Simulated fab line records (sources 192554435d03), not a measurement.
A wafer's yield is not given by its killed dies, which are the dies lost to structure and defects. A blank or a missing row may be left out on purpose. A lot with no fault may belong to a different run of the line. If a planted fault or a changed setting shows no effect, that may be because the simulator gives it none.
Matching of chambers | flow n5 finfet | ald sin-01 running N5_SPACER0_ALD_07: 4 sister chambers
The step deposits SiNx, target thk 2 nm. 8 wafers are shown with their chamber, then 12 later ones without.

== WAFERS WITH THEIR CHAMBER ==
wafer  | chamber | heater power outer w (W) | heater power w (W)
L080.6 | 0       | 437                      | 758
L083.3 | 1       | 554                      | 871
L083.4 | 2       | 415                      | 725
L085.5 | 3       | 455                      | 795
L085.6 | 0       | 457                      | 759
L086.4 | 1       | 550                      | 851
L086.5 | 3       | 465                      | 783
L086.6 | 2       | 429                      | 714

== WAFERS WITH NO CHAMBER GIVEN ==
wafer  | heater power outer w (W) | heater power w (W)
L092.3 | 461                      | 788
L092.4 | 426                      | 717
L092.5 | 429                      | 725
L095.1 | 465                      | 784
L095.3 | 431                      | 714
L095.4 | 460                      | 781
L096.2 | 534                      | 857
L096.3 | 475                      | 790
L096.6 | 454                      | 787
L097.3 | 452                      | 768
L097.5 | 429                      | 719
L097.6 | 551                      | 841

== WHICH CHAMBER EACH WENT THROUGH ==
wafer  | from the rows above     | in truth
L092.3 | 3                       | 3
L092.4 | 2                       | 2
L092.5 | 2                       | 2
L095.1 | 3                       | 3
L095.3 | 2                       | 2
L095.4 | can't be placed: 3 or 0 | 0
L096.2 | 1                       | 1
L096.3 | 3                       | 3
L096.6 | 3                       | 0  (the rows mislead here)
L097.3 | can't be placed: 0 or 3 | 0
L097.5 | 2                       | 2
L097.6 | 1                       | 1
Correct placement for 9 of the 12. Unplaceable from these rows: 2, with the true chamber sitting among the candidates in 2. Placed wrongly: 1.
How it was worked out, from the rows above alone: a wafer's distance from a chamber is the root of the sum, over the readings, of the square of ((its reading less the chamber's mean) divided by the reading's scatter). If the next closest chamber is less than 2 further off than the closest, the wafer can't be placed; otherwise it belongs to the closest. For every chamber, the mean is computed from those of its wafers that are shown. The scatter: take each reading less its chamber's mean, square it, sum over the shown wafers, divide by the number of wafers less the number of chambers, and take the root.
